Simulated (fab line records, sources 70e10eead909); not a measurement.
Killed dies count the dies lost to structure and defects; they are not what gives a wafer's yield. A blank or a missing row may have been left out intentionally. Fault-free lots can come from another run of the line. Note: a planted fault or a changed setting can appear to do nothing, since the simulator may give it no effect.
The tool behind it: which one? + flow nandHarc + Sampling: 24 lots, 72 wafers, 6 of 1302 route steps

## WHAT THE GAUGES READ, wafer by wafer
NHARC_P_GATE_CD_MEAS_33. Usual: cdNm 120 nm, standard deviation 3.4.
| lot  | measured     | on       | cdNm (nm)   | flag |
|------|--------------|----------|-------------|------|
| L074 | day 4 20:17  | cdSem-02 | 119 118 124 |      |
| L075 | day 5 11:08  | cdSem-03 | 117 119 118 |      |
| L076 | day 5 19:33  | cdSem-02 | 125 125 124 |      |
| L077 | day 6 05:38  | cdSem-02 | 122 124 119 |      |
| L078 | day 6 17:32  | cdSem-01 | 117 122 118 |      |
| L079 | day 7 00:58  | cdSem-03 | 117 125 120 |      |
| L080 | day 7 18:01  | cdSem-02 | 121 120 120 |      |
| L081 | day 8 01:46  | cdSem-02 | 121 122 124 |      |
| L082 | day 8 14:28  | cdSem-02 | 117 120 119 |      |
| L083 | day 9 03:48  | cdSem-01 | 125 118 125 |      |
| L084 | day 9 12:40  | cdSem-03 | 126 117 127 |      |
| L085 | day 9 20:35  | cdSem-02 | 125 121 128 |      |
| L086 | day 10 04:07 | cdSem-01 | 121 116 115 |      |
| L087 | day 11 06:30 | cdSem-03 | 115 119 122 |      |
| L088 | day 11 06:50 | cdSem-02 | 117 122 122 |      |
| L089 | day 11 10:01 | cdSem-03 | 115 116 121 |      |
| L090 | day 11 17:43 | cdSem-02 | 123 121 122 |      |
| L091 | day 12 03:42 | cdSem-02 | 115 125 122 |      |
| L092 | day 12 18:26 | cdSem-03 | 127 122 126 |      |
| L093 | day 13 06:03 | cdSem-01 | 121 116 120 |      |
| L094 | day 13 16:34 | cdSem-02 | 121 121 117 |      |
| L095 | day 13 18:58 | cdSem-01 | 122 120 115 |      |
| L096 | day 14 11:55 | cdSem-03 | 120 121 118 |      |
| L097 | day 14 20:17 | cdSem-02 | 118 121 118 |      |

NHARC_P_CONTACT_INSPECT_27. Usual: rawDefectCount 305, standard deviation 130.
| lot  | measured     | on               | rawDefectCount | flag |
|------|--------------|------------------|----------------|------|
| L074 | day 5 20:45  | defectInspect-01 | 442 476 204    |      |
| L075 | day 6 09:46  | defectInspect-01 | 283 256 309    |      |
| L076 | day 6 17:55  | defectInspect-02 | 269 283 277    |      |
| L077 | day 7 03:52  | defectInspect-02 | 375 335 332    |      |
| L078 | day 7 16:58  | defectInspect-02 | 252 170 367    |      |
| L079 | day 8 02:27  | defectInspect-02 | 197 173 118    |      |
| L080 | day 8 16:34  | defectInspect-02 | 299 432 302    |      |
| L081 | day 9 00:07  | defectInspect-01 | 300 350 403    |      |
| L082 | day 9 14:58  | defectInspect-02 | 396 651 565    |      |
| L083 | day 10 02:07 | defectInspect-01 | 341 270 254    |      |
| L084 | day 10 11:08 | defectInspect-02 | 239 446 220    |      |
| L085 | day 10 18:59 | defectInspect-01 | 149 210 204    |      |
| L086 | day 11 02:34 | defectInspect-01 | 193 224 343    |      |
| L087 | day 12 06:59 | defectInspect-02 | 374 511 436    |      |
| L088 | day 12 05:45 | defectInspect-01 | 237 304 587    |      |
| L089 | day 12 08:20 | defectInspect-01 | 405 346 445    |      |
| L090 | day 12 16:41 | defectInspect-02 | 413 662 445    |      |
| L091 | day 13 01:51 | defectInspect-01 | 305 281 221    |      |
| L092 | day 13 16:43 | defectInspect-02 | 335 255 199    |      |
| L093 | day 14 04:18 | defectInspect-01 | 161 237 155    |      |
| L094 | day 14 14:47 | defectInspect-01 | 182 236 336    |      |
| L095 | day 14 17:03 | defectInspect-02 | 177 199 307    |      |
| L096 | day 15 10:14 | defectInspect-01 | 157 201 212    |      |
| L097 | day 15 18:37 | defectInspect-02 | 376 227 142    |      |

NHARC_P_M0_OVL_MEAS_10: pitch 180 nm. Usual: overlayXNm 0.1 nm, standard deviation 1.1; overlayYNm -0.5 nm, standard deviation 0.86.
| lot  | measured     | on         | overlayXNm (nm) | overlayYNm (nm) | flag |
|------|--------------|------------|-----------------|-----------------|------|
| L074 | day 5 21:44  | overlay-02 | -0.9 -0.8 -1.2  | 0.3 -0.1 0.8    |      |
| L075 | day 6 10:45  | overlay-01 | -0.2 0.6 0.4    | 1.0 0.5 0.2     |      |
| L076 | day 6 18:46  | overlay-02 | 1.2 0.7 0.7     | -1.9 -0.6 -1.3  |      |
| L077 | day 7 04:52  | overlay-02 | 0.3 0.6 0.3     | 1.7 1.4 1.0     |      |
| L078 | day 7 17:50  | overlay-01 | 1.8 1.0 0.9     | -0.5 -1.4 -1.4  |      |
| L079 | day 8 03:19  | overlay-02 | -0.7 -0.7 -0.5  | -1.2 -0.9 -0.9  |      |
| L080 | day 8 17:25  | overlay-02 | -0.3 0.1 -0.8   | -0.3 -0.4 -0.2  |      |
| L081 | day 9 01:07  | overlay-01 | -1.0 -1.1 -1.4  | -0.4 -0.3 -0.4  |      |
| L082 | day 9 15:58  | overlay-01 | 1.4 1.8 0.9     | -1.8 -3.0 -2.2  |      |
| L083 | day 10 03:07 | overlay-01 | 2.0 1.6 2.1     | -0.6 -0.4 -0.4  |      |
| L084 | day 10 12:07 | overlay-01 | -2.7 -2.4 -2.5  | -1.4 -1.4 -1.2  |      |
| L085 | day 10 19:52 | overlay-02 | -0.2 0.3 0.2    | 0.2 0.5 0.4     |      |
| L086 | day 11 03:26 | overlay-02 | -0.5 -0.5 -0.8  | 0.5 -0.1 0.5    |      |
| L087 | day 12 07:51 | overlay-01 | 0.2 0.5 -0.1    | -0.9 -0.6 0.0   |      |
| L088 | day 12 06:37 | overlay-02 | -0.5 -0.3 -0.7  | -0.4 -1.2 -1.9  |      |
| L089 | day 12 09:21 | overlay-01 | 1.3 1.1 1.1     | -0.6 -0.8 -0.7  |      |
| L090 | day 12 17:43 | overlay-02 | 0.7 0.3 0.3     | -0.9 -0.6 -0.3  |      |
| L091 | day 13 02:50 | overlay-01 | -0.5 -0.5 -0.9  | -1.6 -1.8 -1.8  |      |
| L092 | day 13 17:43 | overlay-02 | 0.7 1.4 1.9     | 0.1 0.4 -0.1    |      |
| L093 | day 14 05:19 | overlay-01 | 1.1 1.4 1.3     | -1.2 -1.3 -0.8  |      |
| L094 | day 14 15:47 | overlay-01 | 0.7 0.2 1.0     | -0.4 -0.4 -0.4  |      |
| L095 | day 14 17:55 | overlay-01 | -0.3 0.2 0.1    | -0.4 -0.7 -0.2  |      |
| L096 | day 15 11:13 | overlay-01 | -1.8 -1.3 -1.3  | 0.9 0.6 0.9     |      |
| L097 | day 15 19:37 | overlay-02 | 0.6 0.2 0.3     | -0.5 -0.6 -0.8  |      |

NHARC_P_M1_THK_MEAS_24: measures by xrf. Usual: thkNm 158.0 nm, standard deviation 1.6.
| lot  | measured     | on           | thkNm (nm)        | flag |
|------|--------------|--------------|-------------------|------|
| L074 | day 6 04:30  | filmMetro-01 | 157.3 158.0 159.2 |      |
| L075 | day 6 17:22  | filmMetro-02 | 158.6 157.2 160.7 |      |
| L076 | day 7 01:31  | filmMetro-02 | 159.0 160.0 158.9 |      |
| L077 | day 7 11:26  | filmMetro-02 | 159.2 157.9 158.6 |      |
| L078 | day 8 00:24  | filmMetro-01 | 160.9 158.4 155.0 |      |
| L079 | day 8 09:59  | filmMetro-01 | 157.0 158.6 159.1 |      |
| L080 | day 9 00:02  | filmMetro-02 | 156.7 160.8 155.0 |      |
| L081 | day 9 07:38  | filmMetro-01 | 157.8 159.3 158.2 |      |
| L082 | day 9 22:28  | filmMetro-02 | 155.9 156.9 158.0 |      |
| L083 | day 10 10:31 | filmMetro-02 | 157.5 157.2 156.6 |      |
| L084 | day 10 19:00 | filmMetro-01 | 155.0 156.9 158.3 |      |
| L085 | day 11 03:31 | filmMetro-02 | 159.3 158.9 161.7 |      |
| L086 | day 11 10:05 | filmMetro-02 | 157.5 159.8 157.8 |      |
| L087 | day 12 14:29 | filmMetro-02 | 157.4 159.4 158.6 |      |
| L088 | day 12 13:58 | filmMetro-02 | 157.4 157.3 154.9 |      |
| L089 | day 12 15:55 | filmMetro-02 | 154.9 155.3 157.3 |      |
| L090 | day 13 00:39 | filmMetro-02 | 154.9 156.1 157.3 |      |
| L091 | day 13 09:38 | filmMetro-01 | 156.7 157.5 159.0 |      |
| L092 | day 14 00:24 | filmMetro-01 | 160.3 157.3 158.8 |      |
| L093 | day 14 12:28 | filmMetro-01 | 157.7 156.6 157.3 |      |
| L094 | day 14 22:24 | filmMetro-01 | 159.3 160.4 156.3 |      |
| L095 | day 15 01:32 | filmMetro-01 | 155.3 156.7 157.7 |      |
| L096 | day 15 17:47 | filmMetro-02 | 155.7 155.4 160.9 |      |
| L097 | day 16 02:19 | filmMetro-01 | 158.3 157.2 158.3 |      |

## EACH LOT AND THE TOOL THAT RAN IT (in order: tool; ch and the chambers of the sampled wafers; start)
| lot  | NHARC_P_M0_DEGAS_28         | NHARC_P_M1_STRIP_18               |
|------|-----------------------------|-----------------------------------|
| L074 | pvdSputter-02, day 5 22:55  | rieDiel-02 ch 1,2, day 6 02:27    |
| L075 | pvdSputter-03, day 6 11:46  | rieDiel-02 ch 1,2, day 6 15:19    |
| L076 | pvdSputter-03, day 6 19:48  | rieDiel-02 ch 0,2,3, day 6 23:26  |
| L077 | pvdSputter-02, day 7 05:58  | rieDiel-08 ch 0,2,3, day 7 09:22  |
| L078 | pvdSputter-01, day 7 18:53  | rieDiel-08 ch 1,3, day 7 22:22    |
| L079 | pvdSputter-02, day 8 04:20  | rieDiel-08 ch 1,2,3, day 8 07:53  |
| L080 | pvdSputter-01, day 8 18:28  | rieDiel-02 ch 0,1, day 8 22:01    |
| L081 | pvdSputter-02, day 9 02:10  | rieDiel-02 ch 0,1, day 9 05:37    |
| L082 | pvdSputter-02, day 9 17:04  | rieDiel-02 ch 1,2,3, day 9 20:29  |
| L083 | pvdSputter-02, day 10 04:08 | rieDiel-12 ch 1,2,3, day 10 07:58 |
| L084 | pvdSputter-01, day 10 13:08 | rieDiel-02 ch 0,1,2, day 10 16:52 |
| L085 | pvdSputter-02, day 10 21:52 | rieDiel-08 ch 0,1,3, day 11 01:23 |
| L086 | pvdSputter-03, day 11 04:27 | rieDiel-12 ch 0,1,2, day 11 07:59 |
| L087 | pvdSputter-01, day 12 08:57 | rieDiel-02 ch 0,1,2, day 12 12:27 |
| L088 | pvdSputter-03, day 12 08:24 | rieDiel-02 ch 1,2,3, day 12 11:55 |
| L089 | pvdSputter-01, day 12 10:23 | rieDiel-12 ch 0,2,3, day 12 13:56 |
| L090 | pvdSputter-03, day 12 18:46 | rieDiel-08 ch 0,1,3, day 12 22:38 |
| L091 | pvdSputter-01, day 13 03:57 | rieDiel-02 ch 1,2,3, day 13 07:33 |
| L092 | pvdSputter-02, day 13 18:46 | rieDiel-08 ch 1,2,3, day 13 22:17 |
| L093 | pvdSputter-03, day 14 06:27 | rieDiel-08 ch 1,2,3, day 14 10:01 |
| L094 | pvdSputter-01, day 14 16:51 | rieDiel-12 ch 0,1, day 14 20:23   |
| L095 | pvdSputter-02, day 14 18:56 | rieDiel-08 ch 2,3, day 14 23:28   |
| L096 | pvdSputter-01, day 15 12:14 | rieDiel-08 ch 0,1,3, day 15 15:49 |
| L097 | pvdSputter-01, day 15 20:37 | rieDiel-02 ch 0,2, day 16 00:13   |
- NHARC_P_M0_DEGAS_28: time 60 s.
- NHARC_P_M1_STRIP_18: strips in N2/H2.

## AS READ BY THE TOOLS THEMSELVES (means over the sampled wafers that have a number; for cases with no such wafer, the mark the record gives instead)
NHARC_P_M0_DEGAS_28. Usual: heaterPowerW 322 W, standard deviation 21.
| lot  | tool          | heaterPowerW (W) | flag |
|------|---------------|------------------|------|
| L074 | pvdSputter-02 | 345              |      |
| L075 | pvdSputter-03 | 306              |      |
| L076 | pvdSputter-03 | 316              |      |
| L077 | pvdSputter-02 | 341              |      |
| L078 | pvdSputter-01 | 312              |      |
| L079 | pvdSputter-02 | 330              |      |
| L080 | pvdSputter-01 | 317              |      |
| L081 | pvdSputter-02 | 328              |      |
| L082 | pvdSputter-02 | 345              |      |
| L083 | pvdSputter-02 | 348              |      |
| L084 | pvdSputter-01 | 324              |      |
| L085 | pvdSputter-02 | 326              |      |
| L086 | pvdSputter-03 | 309              |      |
| L087 | pvdSputter-01 | 319              |      |
| L088 | pvdSputter-03 | 319              |      |
| L089 | pvdSputter-01 | 305              |      |
| L090 | pvdSputter-03 | 307              |      |
| L091 | pvdSputter-01 | 319              |      |
| L092 | pvdSputter-02 | 337              |      |
| L093 | pvdSputter-03 | 311              |      |
| L094 | pvdSputter-01 | 301              |      |
| L095 | pvdSputter-02 | 338              |      |
| L096 | pvdSputter-01 | 292              |      |
| L097 | pvdSputter-01 | 321              |      |

NHARC_P_M1_STRIP_18. Usual: value, then standard deviation, for each; chamberPressureMTorr 29.995 mTorr / 0.028; drypumpMotorCurrentA 5.6 A / 0.36; n2FlowSccm 149.9 sccm / 0.46; oesProductAu 1.002 a.u. / 0.014; rfVppV 90.4 V / 0.92; showerheadPlenumPTorr 2.00 Torr / 0.08; throttleValvePct 14.172 % / 0.0085.
| lot  | tool       | chamberPressureMTorr (mTorr) | drypumpMotorCurrentA (A) | n2FlowSccm (sccm) | oesProductAu (a.u.) | rfVppV (V) | showerheadPlenumPTorr (Torr) | throttleValvePct (%) | flag |
|------|------------|------------------------------|--------------------------|-------------------|---------------------|------------|------------------------------|----------------------|------|
| L074 | rieDiel-02 | 29.992                       | 5.7                      | 150.1             | 1.007               | 91.3       | 2.07                         | 14.169               |      |
| L075 | rieDiel-02 | 30.000                       | 5.6                      | 150.3             | 1.010               | 91.0       | 2.07                         | 14.177               |      |
| L076 | rieDiel-02 | 30.018                       | 5.5                      | 149.8             | 0.995               | 90.1       | 1.99                         | 14.177               |      |
| L077 | rieDiel-08 | 29.984                       | 5.7                      | 150.2             | 1.004               | 90.6       | 2.01                         | 14.171               |      |
| L078 | rieDiel-08 | 29.974                       | 5.7                      | 149.8             | 0.989               | 90.7       | 1.94                         | 14.173               |      |
| L079 | rieDiel-08 | 29.998                       | 5.8                      | 150.1             | 0.993               | 90.1       | 1.99                         | 14.167               |      |
| L080 | rieDiel-02 | 29.978                       | 5.4                      | 150.0             | 1.007               | 90.4       | 2.06                         | 14.173               |      |
| L081 | rieDiel-02 | 29.976                       | 5.2                      | 150.1             | 1.020               | 89.4       | 1.98                         | 14.172               |      |
| L082 | rieDiel-02 | 30.016                       | 5.6                      | 149.6             | 0.998               | 90.5       | 2.05                         | 14.169               |      |
| L083 | rieDiel-12 | 29.990                       | 5.6                      | 149.7             | 0.993               | 90.3       | 2.02                         | 14.175               |      |
| L084 | rieDiel-02 | 29.971                       | 5.5                      | 149.6             | 1.004               | 89.8       | 2.00                         | 14.179               |      |
| L085 | rieDiel-08 | 29.990                       | 5.6                      | 150.1             | 0.997               | 89.8       | 1.96                         | 14.176               |      |
| L086 | rieDiel-12 | 30.011                       | 5.6                      | 149.5             | 1.009               | 91.3       | 1.98                         | 14.172               |      |
| L087 | rieDiel-02 | 30.008                       | 5.5                      | 150.0             | 1.012               | 90.7       | 1.99                         | 14.174               |      |
| L088 | rieDiel-02 | 29.998                       | 5.6                      | 150.1             | 1.005               | 90.7       | 2.05                         | 14.171               |      |
| L089 | rieDiel-12 | 30.002                       | 5.8                      | 149.9             | 1.004               | 90.7       | 2.05                         | 14.168               |      |
| L090 | rieDiel-08 | 29.978                       | 5.6                      | 149.9             | 1.002               | 90.8       | 1.96                         | 14.174               |      |
| L091 | rieDiel-02 | 30.010                       | 5.6                      | 149.9             | 1.004               | 90.4       | 2.05                         | 14.169               |      |
| L092 | rieDiel-08 | 29.992                       | 5.8                      | 150.2             | 0.996               | 89.7       | 1.98                         | 14.167               |      |
| L093 | rieDiel-08 | 29.994                       | 5.8                      | 149.9             | 0.990               | 90.2       | 1.98                         | 14.170               |      |
| L094 | rieDiel-12 | 30.006                       | 5.7                      | 150.2             | 1.006               | 89.8       | 1.91                         | 14.160               |      |
| L095 | rieDiel-08 | 29.990                       | 5.9                      | 149.9             | 1.002               | 90.9       | 2.03                         | 14.168               |      |
| L096 | rieDiel-08 | 30.007                       | 5.7                      | 149.8             | 0.994               | 90.1       | 1.96                         | 14.171               |      |
| L097 | rieDiel-02 | 29.992                       | 5.4                      | 150.3             | 1.004               | 90.3       | 1.92                         | 14.176               |      |

## THE ANSWER, worked out from the rows above alone
Rule: a lot is off if the mean of its wafers that have a number lies more than 3 standard deviations from the usual mean. Also off: a lot with no number at a reading for which 4 or more lots have one. Where the step has rows for the other lots, those lots are counted as sound. First the gauges in route order, then the tools' own readings, where a lot's mean is used as printed above. The first step at which some lot is off is used, and at that step the reading that is off furthest; a lot without a number counts as furthest.
None of the lots is off at any reading shown; this tells nothing.

## WHAT THE SIMULATOR PUT IN
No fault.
